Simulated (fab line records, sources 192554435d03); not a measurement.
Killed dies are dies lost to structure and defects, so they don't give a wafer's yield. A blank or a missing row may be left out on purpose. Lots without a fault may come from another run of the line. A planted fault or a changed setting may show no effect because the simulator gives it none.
fab line records | flow n5_finfet
record lots=24 wafers=72 last_day=20
route steps=1938 shown BEOL_M1@811 BEOL_M2@892
lots that met no fault: from a run of the same line without faults
start_h: hours from the record's first day to the start of the lot's first wafer shown | wait_h: hours since the lot's step before | " the same as in the row above | L1.1+2: a row that stands for several wafers | - no value, or no start given | * or withheld: withheld | < > ~ a bound
route shown NAME@n: a module of which the file shows steps, and the number in the route of the first | usual: mean/standard deviation of fault-free wafers | same: alike in all rows | chamber/n: place in a boat | sites: the reading at each site | _std_site: their standard deviation | _edge_site: outer sites' mean less inner sites' | radius_mm: how far each site lies from the wafer's centre | mask NAME#n: copy n | behind: the tool/chamber that last shaped the wafer | hold: why the lot was held/for how many hours/how that ended | device: the transistor (n, p or np) that didn't switch | end of line: the same wafers' tests at the end of the route | a step without rows: its recipe alone | killed: dies lost to structure and defects at the first sort, not the wafer's yield | map: a wafer's dies, x killed, . not, _ none there
set.NAME: the setting as run; set.NAME@STEP: as run at that earlier step | model.NAME: the simulator's own value behind a step, which no gauge read
steps of the route over a sample of lots; a table a step, a row a wafer
services: from which hour (start_h, from the record's first day; less than 0 if before it) a tool's chamber was out of use, for how many hours, and why
## steps
# step N5_BEOL_M1_ALD_84
# recipe material=TaN target_thk_a=* temp_c=275 ald_precursor_family=PDMAT ald_co_reactant=NH3 pressure_torr=3 carrier_flow_sccm=1500 pulse_time_s=2 purge_time_s=3 co_reactant_purge_time_s=2 co_reactant_pulse_time_s=3 ald_cycles=30 precursor_vessel_temp_c=75 precursor_vessel_pressure_torr=26.25 precursor_vessel_carrier_sccm=1000
# usual chamber_pressure_Torr=3.001/0.0067 heater_power_w=426/48
# columns lot.wafer tool chamber start_h wait_h chamber_pressure_Torr heater_power_w
L074.1 ald_metal-02 3 129.95 0.1 3.009 459
L074.4 " 1 " " 2.999 427
L074.6 " 1 " " 3.005 431
L075.1 ald_metal-02 2 139.89 0.0 2.998 467
L075.4 " 0 " " 2.996 488
L075.5 " 3 " " 3.005 460
L076.2 ald_metal-04 0 139.97 0.0 3.015 361
L076.3 " 2 " " 3.008 372
L076.5 " 3 " " 3.006 445
L077.1 ald_metal-03 0 145.99 0.1 2.996 398
L077.4 " 3 " " 3.003 376
L077.5 " 3 " " 2.993 375
L078.1 ald_metal-02 3 146.16 0.1 2.996 458
L078.4 " 2 " " 3.011 461
L078.6 " 2 " " 3.001 467
L079.4 ald_metal-03 1 156.30 0.1 3.004 454
L079.5 " 0 " " 2.993 399
L079.6 " 1 " " 2.996 440
L081.1 ald_metal-04 2 181.38 0.1 2.996 360
L081.4 " 0 " " 3.007 363
L081.5 " 1 " " 3.007 411
L080.2 ald_metal-02 3 181.82 0.1 3.006 450
L080.3 " 0 " " 2.988 498
L080.6 " 1 " " 3.004 425
L083.1 ald_metal-02 3 184.82 0.1 3.002 452
L083.4 " 0 " " 2.989 491
L083.6 " 0 " " 3.003 495
L082.1 ald_metal-02 2 185.10 0.0 2.996 464
L082.5 " 3 " " 3.003 452
L082.6 " 0 " " 3.007 508
L084.2 ald_metal-02 0 190.02 0.1 3.008 477
L084.3 " 2 " " 2.991 456
L084.5 " 0 " " 2.998 490
L085.3 ald_metal-03 0 205.88 0.0 3.007 390
L085.4 " 3 " " 2.997 379
L085.5 " 3 " " 2.990 372
L086.1 ald_metal-03 2 206.92 0.1 3.009 334
L086.4 " 0 " " 2.992 399
L086.5 " 2 " " 3.011 336
L087.4 ald_metal-02 1 215.46 0.1 3.001 440
L087.5 " 3 " " 2.996 448
L087.6 " 0 " " 2.995 494
L089.3 ald_metal-03 3 218.78 0.0 2.996 373
L089.4 " 2 " " 2.996 329
L089.6 " 0 " " 2.999 400
L088.1 ald_metal-02 3 222.98 0.0 2.998 457
L088.4 " 2 " " 3.005 469
L088.6 " 3 " " 3.009 447
L090.1 ald_metal-03 1 233.90 0.1 2.986 444
L090.5 " 1 " " 3.001 460
L090.6 " 2 " " 3.000 338
L091.2 ald_metal-02 3 236.65 0.1 3.015 455
L091.3 " 2 " " 3.010 480
L091.4 " 0 " " 3.003 491
L092.2 ald_metal-02 1 251.58 0.0 3.000 433
L092.4 " 3 " " 2.996 444
L092.5 " 2 " " 3.002 472
L093.2 ald_metal-02 3 256.02 0.1 3.001 454
L093.3 " 0 " " 3.011 496
L093.4 " 1 " " 3.007 436
L094.2 ald_metal-03 3 256.91 0.0 3.001 374
L094.4 " 2 " " 3.010 339
L094.5 " 2 " " 3.011 334
L095.1 ald_metal-04 3 269.16 0.0 3.008 445
L095.3 " 2 " " 3.004 374
L095.6 " 1 " " 3.000 413
L096.2 ald_metal-04 0 279.72 0.0 2.998 357
L096.4 " 3 " " 3.017 447
L096.6 " 2 " " 3.004 367
L097.1 ald_metal-03 2 291.72 0.0 3.004 344
L097.2 " 0 " " 3.007 405
L097.5 " 0 " " 3.011 405
# step N5_BEOL_M1_ANNEAL_95
# recipe temp_c=400 time_s=240 ambient=vacuum
# usual heater_power_w=824/51
# columns lot.wafer tool chamber start_h wait_h heater_power_w
L074.1 pvd_sputter-02 - 132.28 0.0 882
L074.4 " - " " 809
L074.6 " - " " 868
L075.1 pvd_sputter-01 - 141.96 0.0 781
L075.4 " - " " 838
L075.5 " - " " 863
L076.2 pvd_sputter-02 - 143.80 0.0 808
L076.3 " - " " 902
L076.5 " - " " 856
L077.1 pvd_sputter-03 - 148.51 0.0 885
L077.4 " - " " 812
L077.5 " - " " 791
L078.1 pvd_sputter-03 - 150.35 0.0 801
L078.4 " - " " 769
L078.6 " - " " 750
L079.4 pvd_sputter-02 - 158.67 0.0 877
L079.5 " - " " 871
L079.6 " - " " 890
L081.1 pvd_sputter-03 - 183.96 0.0 800
L081.4 " - " " 878
L081.5 " - " " 756
L080.2 pvd_sputter-02 - 184.46 0.0 864
L080.3 " - " " 859
L080.6 " - " " 886
L083.1 pvd_sputter-01 - 187.06 0.0 732
L083.4 " - " " 856
L083.6 " - " " 809
L082.1 pvd_sputter-03 - 187.42 0.0 809
L082.5 " - " " 746
L082.6 " - " " 815
L084.2 pvd_sputter-03 - 192.23 0.0 776
L084.3 " - " " 839
L084.5 " - " " 753
L085.3 pvd_sputter-03 - 208.20 0.0 810
L085.4 " - " " 826
L085.5 " - " " 831
L086.1 pvd_sputter-01 - 209.26 0.0 860
L086.4 " - " " 852
L086.5 " - " " 848
L087.4 pvd_sputter-01 - 217.78 0.0 815
L087.5 " - " " 835
L087.6 " - " " 733
L089.3 pvd_sputter-03 - 220.99 0.0 810
L089.4 " - " " 814
L089.6 " - " " 885
L088.1 pvd_sputter-01 - 225.34 0.0 866
L088.4 " - " " 726
L088.6 " - " " 842
L090.1 pvd_sputter-02 - 236.19 0.0 888
L090.5 " - " " 878
L090.6 " - " " 884
L091.2 pvd_sputter-02 - 240.31 0.0 800
L091.3 " - " " 904
L091.4 " - " " 890
L092.2 pvd_sputter-01 - 255.49 0.0 799
L092.4 " - " " 736
L092.5 " - " " 844
L093.2 pvd_sputter-02 - 258.18 0.0 882
L093.3 " - " " 879
L093.4 " - " " 794
L094.2 pvd_sputter-02 - 260.54 0.0 795
L094.4 " - " " 892
L094.5 " - " " 873
L095.1 pvd_sputter-01 - 271.78 0.0 794
L095.3 " - " " 739
L095.6 " - " " 846
L096.2 pvd_sputter-03 - 282.23 0.0 799
L096.4 " - " " 873
L096.6 " - " " 735
L097.1 pvd_sputter-01 - 293.87 0.0 741
L097.2 " - " " 813
L097.5 " - " " 728
# step N5_BEOL_M2_STRIP_97
# recipe chemistry=N2/H2 time_s=10 power_w=450 temp_c=40 pressure_mtorr=20 rf_frequency_hz=6e+07 bias_power_w=7 n2_flow_sccm=200 h2_flow_sccm=200
# usual drypump_motor_current_A=5.6/0.49 n2_flow_sccm=200.0/0.62 oes_product_au=0.84/0.073 rf_vpp_V=59.3/0.93 showerhead_plenum_p_Torr=2.59/0.11 throttle_valve_pct=23.60/0.21
# columns lot.wafer tool chamber start_h wait_h drypump_motor_current_A n2_flow_sccm oes_product_au rf_hours_counter_h rf_vpp_V showerhead_plenum_p_Torr throttle_valve_pct
L074.1 rie_diel-03 1 - - 6.5 200.5 0.90 45 60.4 2.70 23.68
L074.4 " 2 " " 5.3 199.2 0.74 191 59.4 2.43 23.86
L074.6 " 3 " " 4.9 199.9 0.73 - 58.5 2.62 24.12
L075.1 rie_diel-04 2 - - 6.1 200.7 0.82 82 59.4 2.56 23.34
L075.4 " 0 " " 5.3 199.8 0.90 28 57.0 2.49 23.56
L075.5 " 3 " " 6.1 199.8 0.68 - 58.9 2.39 23.72
L076.2 rie_diel-01 2 - - 5.3 201.1 0.95 11 58.7 2.71 23.47
L076.3 " 1 " " 5.1 200.6 0.91 28 59.4 2.70 23.56
L076.5 " 0 " " 5.7 200.8 0.83 - 58.5 2.56 23.35
L079.4 rie_diel-01 2 - - 5.3 201.4 0.94 15 59.9 2.71 23.48
L079.5 " 3 " " 6.3 199.1 0.90 - 57.4 2.49 23.76
L079.6 " 2 " " 5.3 200.7 0.93 - 60.4 2.71 23.48
L077.1 rie_diel-04 1 - - 5.1 199.9 0.91 18 58.6 2.71 23.56
L077.4 " 0 " " 5.4 200.4 0.90 33 59.8 2.49 23.59
L077.5 " 2 " " 6.1 201.4 0.80 - 57.8 2.56 23.37
L078.1 rie_diel-01 3 - - 6.3 199.5 0.89 28 59.6 2.49 23.77
L078.4 " 2 " " 5.4 199.6 0.93 18 59.1 2.70 23.49
L078.6 " 2 " " 5.4 199.3 0.93 - 59.6 2.70 23.48
L081.1 rie_diel-03 2 - - 5.3 199.4 0.71 211 57.6 2.42 23.90
L081.4 " 1 " " 6.5 200.6 0.85 - 58.7 2.69 23.73
L081.5 " 2 " " 5.3 199.7 0.72 - 58.1 2.42 23.91
L080.2 rie_diel-01 3 - - 6.3 201.4 0.88 38 58.3 2.48 23.78
L080.3 " 1 " " 5.1 199.9 0.86 44 59.9 2.70 23.59
L080.6 " 0 " " 5.8 200.0 0.80 - 58.4 2.55 23.37
L083.1 rie_diel-04 1 - - 5.1 199.8 0.87 32 58.7 2.70 23.61
L083.4 " 2 " " 6.1 199.7 0.80 100 59.9 2.55 23.37
L083.6 " 2 " " 6.2 198.9 0.80 - 59.8 2.55 23.37
L082.1 rie_diel-01 0 - - 5.8 199.4 0.79 107 58.9 2.55 23.37
L082.5 " 3 " " 6.3 200.4 0.87 - 58.0 2.48 23.78
L082.6 " 2 " " 5.4 199.2 0.89 - 59.7 2.70 23.50
L084.2 rie_diel-01 3 - - 6.3 199.1 0.88 43 58.4 2.48 23.78
L084.3 " 0 " " 5.7 199.6 0.80 107 58.4 2.55 23.39
L084.5 " 3 " " 6.3 200.1 0.87 - 58.7 2.48 23.77
L085.3 rie_diel-04 3 - - 6.1 200.1 0.96 8 61.1 2.71 23.55
L085.4 " 1 " " 5.1 200.2 0.86 39 58.4 2.70 23.60
L085.5 " 2 " " 6.1 199.9 0.79 - 58.7 2.55 23.39
L086.1 rie_diel-04 2 - - 6.2 199.9 0.79 107 57.3 2.55 23.37
L086.4 " 1 " " 5.0 199.9 0.86 40 60.3 2.70 23.62
L086.5 " 0 " " 5.3 200.2 0.85 - 59.4 2.48 23.61
L087.4 rie_diel-01 2 - - 5.4 199.7 0.89 34 59.9 2.70 23.52
L087.5 " 1 " " 5.1 201.5 0.86 - 59.9 2.69 23.60
L087.6 " 2 " " 5.4 198.8 0.89 - 58.3 2.70 23.50
L089.3 rie_diel-04 2 - - 6.1 200.2 0.79 112 59.8 2.55 23.38
L089.4 " 1 " " 5.1 199.3 0.86 43 59.1 2.70 23.62
L089.6 " 3 " " 6.0 198.6 0.96 - 60.3 2.70 23.56
L088.1 rie_diel-03 3 - - 4.9 200.2 0.71 221 59.2 2.61 24.15
L088.4 " 0 " " 5.5 199.7 0.93 21 59.9 2.48 23.16
L088.6 " 0 " " 5.5 200.1 0.94 - 61.0 2.48 23.16
L090.1 rie_diel-03 3 - - 4.8 199.5 0.71 223 59.9 2.61 24.14
L090.5 " 2 " " 5.3 200.0 0.72 - 57.8 2.41 23.93
L090.6 " 3 " " 4.9 199.8 0.70 - 60.8 2.61 24.13
L091.2 rie_diel-04 2 - - 6.1 200.1 0.78 116 60.8 2.55 23.39
L091.3 " 1 " " 5.0 200.4 0.85 47 60.7 2.70 23.61
L091.4 " 0 " " 5.3 200.0 0.84 63 59.7 2.47 23.63
L092.2 rie_diel-04 3 - - 6.0 200.5 0.94 23 58.8 2.70 23.56
L092.4 " 1 " " 5.1 199.6 0.85 54 59.7 2.69 23.64
L092.5 " 3 " " 6.0 200.7 0.94 - 59.1 2.70 23.56
L093.2 rie_diel-01 3 - - 6.3 199.2 0.83 60 59.5 2.47 23.80
L093.3 " 1 " " 5.1 199.1 0.84 66 59.9 2.69 23.63
L093.4 " 2 " " 5.4 200.4 0.86 50 58.6 2.69 23.51
L094.2 rie_diel-01 0 - - 5.8 200.0 0.78 123 59.6 2.54 23.41
L094.4 " 1 " " 5.1 199.2 0.84 67 59.5 2.69 23.62
L094.5 " 1 " " 5.1 200.2 0.84 - 60.7 2.69 23.61
L095.1 rie_diel-04 3 - - 6.1 199.9 0.90 32 59.6 2.70 23.58
L095.3 " 0 " " 5.3 200.6 0.83 79 57.8 2.47 23.63
L095.6 " 0 " " 5.3 199.8 0.83 - 60.1 2.47 23.65
L096.2 rie_diel-03 2 - - 5.3 199.8 0.70 246 60.7 2.40 23.94
L096.4 " 1 " " 6.5 200.0 0.81 102 59.7 2.68 23.74
L096.6 " 1 " " 6.5 198.9 0.82 - 59.6 2.68 23.76
L097.1 rie_diel-01 1 - - 5.1 200.6 0.83 79 58.1 2.68 23.63
L097.2 " 0 " " 5.8 202.0 0.77 134 58.7 2.54 23.41
L097.5 " 2 " " 5.4 200.6 0.85 - 60.6 2.68 23.54
# step N5_BEOL_M2_SPUTTER_48
# recipe material=Cu target_thk_a=45 temp_c=-20 chamber_pressure_pa=0.07 power_w=withheld time_s=8.29
# usual throttle_valve_pct=30.4/0.65
# columns lot.wafer tool chamber start_h wait_h throttle_valve_pct
L074.1 pvd_sputter-02 - 152.07 0.1 30.3
L074.4 " - " " 30.9
L074.6 " - " " 30.0
L075.1 pvd_sputter-03 - 154.17 0.1 30.9
L075.4 " - " " 29.4
L075.5 " - " " 30.1
L076.2 pvd_sputter-01 - 157.26 0.2 32.0
L076.3 " - " " 31.1
L076.5 " - " " 31.9
L079.4 pvd_sputter-01 - 172.92 0.1 31.0
L079.5 " - " " 31.5
L079.6 " - " " 30.8
L077.1 pvd_sputter-03 - 174.70 1.6 30.2
L077.4 " - " " 30.7
L077.5 " - " " 30.4
L078.1 pvd_sputter-02 - 180.86 0.1 30.1
L078.4 " - " " 31.2
L078.6 " - " " 29.8
L081.1 pvd_sputter-02 - 197.38 0.3 30.0
L081.4 " - " " 29.7
L081.5 " - " " 29.6
L080.2 pvd_sputter-02 - 202.20 0.1 30.1
L080.3 " - " " 31.0
L080.6 " - " " 30.2
L083.1 pvd_sputter-03 - 202.58 0.1 30.3
L083.4 " - " " 30.3
L083.6 " - " " 29.6
L082.1 pvd_sputter-01 - 219.16 0.1 30.8
L082.5 " - " " 31.7
L082.6 " - " " 30.3
L084.2 pvd_sputter-03 - 223.81 0.2 30.1
L084.3 " - " " 30.8
L084.5 " - " " 30.0
L085.3 pvd_sputter-02 - 226.91 0.2 30.0
L085.4 " - " " 30.0
L085.5 " - " " 30.2
L086.1 pvd_sputter-03 - 228.66 1.5 30.8
L086.4 " - " " 30.2
L086.5 " - " " 30.2
L087.4 pvd_sputter-01 - 228.81 0.1 30.4
L087.5 " - " " 31.3
L087.6 " - " " 30.7
L089.3 pvd_sputter-02 - 236.85 0.3 30.3
L089.4 " - " " 31.0
L089.6 " - " " 30.1
L088.1 pvd_sputter-03 - 244.21 1.5 29.5
L088.4 " - " " 30.3
L088.6 " - " " 29.3
L090.1 pvd_sputter-01 - 247.29 0.1 31.0
L090.5 " - " " 30.5
L090.6 " - " " 30.9
L091.2 pvd_sputter-03 - 247.81 0.3 30.1
L091.3 " - " " 29.3
L091.4 " - " " 30.5
L092.2 pvd_sputter-01 - 265.87 0.2 31.4
L092.4 " - " " 30.8
L092.5 " - " " 31.7
L093.2 pvd_sputter-02 - 270.60 0.2 31.1
L093.3 " - " " 29.7
L093.4 " - " " 29.8
L094.2 pvd_sputter-02 - 276.63 0.2 29.3
L094.4 " - " " 30.9
L094.5 " - " " 30.3
L095.1 pvd_sputter-03 - 293.53 0.2 30.8
L095.3 " - " " 30.2
L095.6 " - " " 30.6
L096.2 pvd_sputter-03 - 302.13 0.2 30.3
L096.4 " - " " 30.2
L096.6 " - " " 30.7
L097.1 pvd_sputter-03 - 311.72 0.2 30.4
L097.2 " - " " 29.3
L097.5 " - " " 30.1
# step N5_BEOL_M2_ANNEAL_82
# recipe temp_c=400 time_s=240 ambient=vacuum
# usual heater_power_w=824/49
# columns lot.wafer tool chamber start_h wait_h heater_power_w
L074.1 pvd_sputter-02 - 152.59 0.0 887
L074.4 " - " " 875
L074.6 " - " " 889
L075.1 pvd_sputter-03 - 154.69 0.0 727
L075.4 " - " " 809
L075.5 " - " " 798
L076.2 pvd_sputter-01 - 157.78 0.0 805
L076.3 " - " " 820
L076.5 " - " " 804
L079.4 pvd_sputter-01 - 173.44 0.0 846
L079.5 " - " " 728
L079.6 " - " " 858
L077.1 pvd_sputter-03 - 175.22 0.0 891
L077.4 " - " " 756
L077.5 " - " " 805
L078.1 pvd_sputter-02 - 181.38 0.0 887
L078.4 " - " " 856
L078.6 " - " " 770
L081.1 pvd_sputter-02 - 197.90 0.0 871
L081.4 " - " " 782
L081.5 " - " " 821
L080.2 pvd_sputter-02 - 202.72 0.0 884
L080.3 " - " " 896
L080.6 " - " " 858
L083.1 pvd_sputter-03 - 203.10 0.0 871
L083.4 " - " " 822
L083.6 " - " " 794
L082.1 pvd_sputter-01 - 219.68 0.0 817
L082.5 " - " " 777
L082.6 " - " " 878
L084.2 pvd_sputter-03 - 224.33 0.0 900
L084.3 " - " " 756
L084.5 " - " " 877
L085.3 pvd_sputter-02 - 227.43 0.0 798
L085.4 " - " " 870
L085.5 " - " " 868
L086.1 pvd_sputter-03 - 229.18 0.0 749
L086.4 " - " " 800
L086.5 " - " " 789
L087.4 pvd_sputter-01 - 229.33 0.0 873
L087.5 " - " " 721
L087.6 " - " " 863
L089.3 pvd_sputter-02 - 237.37 0.0 891
L089.4 " - " " 866
L089.6 " - " " 896
L088.1 pvd_sputter-03 - 244.73 0.0 829
L088.4 " - " " 863
L088.6 " - " " 800
L090.1 pvd_sputter-01 - 247.81 0.0 822
L090.5 " - " " 829
L090.6 " - " " 842
L091.2 pvd_sputter-03 - 248.33 0.0 860
L091.3 " - " " 811
L091.4 " - " " 803
L092.2 pvd_sputter-01 - 266.39 0.0 740
L092.4 " - " " 830
L092.5 " - " " 807
L093.2 pvd_sputter-02 - 271.12 0.0 883
L093.3 " - " " 784
L093.4 " - " " 878
L094.2 pvd_sputter-02 - 277.15 0.0 798
L094.4 " - " " 881
L094.5 " - " " 873
L095.1 pvd_sputter-03 - 294.05 0.0 772
L095.3 " - " " 797
L095.6 " - " " 758
L096.2 pvd_sputter-03 - 302.65 0.0 805
L096.4 " - " " 877
L096.6 " - " " 750
L097.1 pvd_sputter-03 - 312.24 0.0 805
L097.2 " - " " 810
L097.5 " - " " 881
# step N5_BEOL_M2_THK_MEAS_53
# recipe thk_meas_gauge=xrf reads=Cu_of_BEOL_M2_ECD_50
# usual M2_THK=40.9/1.3
# columns lot.wafer tool chamber start_h wait_h M2_THK[nm]
L074.1 film_metro-02 - 154.61 - 40.5
L074.4 " - " " 40.6
L074.6 " - " " 40.2
L075.1 film_metro-02 - 157.02 - 39.8
L075.4 " - " " 39.9
L075.5 " - " " 38.0
L076.2 film_metro-01 - 159.82 - 43.0
L076.3 " - " " 42.5
L076.5 " - " " 42.5
L079.4 film_metro-01 - 175.52 - 41.6
L079.5 " - " " 40.8
L079.6 " - " " 41.7
L077.1 film_metro-01 - 177.25 - 41.3
L077.4 " - " " 41.2
L077.5 " - " " 41.4
L078.1 film_metro-02 - 183.41 - 41.8
L078.4 " - " " 41.2
L078.6 " - " " 40.6
L081.1 film_metro-02 - 199.92 - 39.3
L081.4 " - " " 41.9
L081.5 " - " " 41.2
L080.2 film_metro-01 - 204.74 - 42.3
L080.3 " - " " 41.8
L080.6 " - " " 42.6
L083.1 film_metro-02 - 205.12 - 38.5
L083.4 " - " " 41.3
L083.6 " - " " 40.2
L082.1 film_metro-01 - 223.71 0.1 42.1
L082.5 " - " " 41.7
L082.6 " - " " 42.5
L084.2 film_metro-02 - 226.52 - 40.2
L084.3 " - " " 38.1
L084.5 " - " " 40.9
L085.3 film_metro-02 - 230.09 - 42.5
L085.4 " - " " 40.2
L085.5 " - " " 41.2
L086.1 film_metro-02 - 231.25 - 40.1
L086.4 " - " " 40.7
L086.5 " - " " 38.8
L087.4 film_metro-02 - 231.36 - 40.0
L087.5 " - " " 40.1
L087.6 " - " " 40.3
L089.3 film_metro-01 - 239.40 - 42.0
L089.4 " - " " 39.7
L089.6 " - " " 42.7
L088.1 film_metro-02 - 246.76 - 39.3
L088.4 " - " " 39.4
L088.6 " - " " 38.9
L090.1 film_metro-02 - 250.34 - 39.3
L090.5 " - " " 40.3
L090.6 " - " " 40.5
L091.2 film_metro-01 - 253.03 - 41.9
L091.3 " - " " 41.7
L091.4 " - " " 41.9
L092.2 film_metro-01 - 270.57 - 42.5
L092.4 " - " " 40.4
L092.5 " - " " 42.8
L093.2 film_metro-02 - 274.85 - 42.0
L093.3 " - " " 41.5
L093.4 " - " " 41.9
L094.2 film_metro-01 - 279.18 - 41.0
L094.4 " - " " 41.8
L094.5 " - " " 42.6
L095.1 film_metro-02 - 296.67 - 43.4
L095.3 " - " " 42.3
L095.6 " - " " 41.8
L096.2 film_metro-02 - 304.73 - 40.4
L096.4 " - " " 41.8
L096.6 " - " " 42.7
L097.1 film_metro-01 - 314.26 - 41.3
L097.2 " - " " 38.9
L097.5 " - " " 38.5
## services
# columns tool chamber start_h hours kind
pvd_sputter-01 - 115.28 5.0 repair
ald_metal-03 - 122.97 14.6 pm
rie_diel-01 - 129.43 10.9 repair
pvd_sputter-01 - 137.31 1.3 repair
rie_diel-04 3 138.33 9.4 repair
rie_diel-01 2 143.52 8.2 repair
ald_metal-02 1 147.15 6.2 repair
pvd_sputter-03 - 164.50 2.8 repair
rie_diel-03 0 165.44 - clean
rie_diel-03 0 165.44 - consumable_replace:focus_ring
rie_diel-03 0 165.44 20.8 scheduled_down
ald_metal-03 - 182.19 4.0 repair
rie_diel-04 3 182.81 - clean
rie_diel-04 3 182.81 - consumable_replace:focus_ring
rie_diel-04 3 182.81 - consumable_replace:showerhead
rie_diel-04 3 182.81 17.6 scheduled_down
rie_diel-04 3 182.81 17.6 vent_cycle
ald_metal-04 - 205.50 2.3 repair
ald_metal-03 1 216.19 3.5 repair
rie_diel-01 0 264.71 3.7 repair
ald_metal-03 2 279.44 5.9 repair
ald_metal-04 - 289.42 2.8 pm
rie_diel-04 1 294.03 23.1 repair
pvd_sputter-02 - 295.39 5.2 repair
## key
fault none
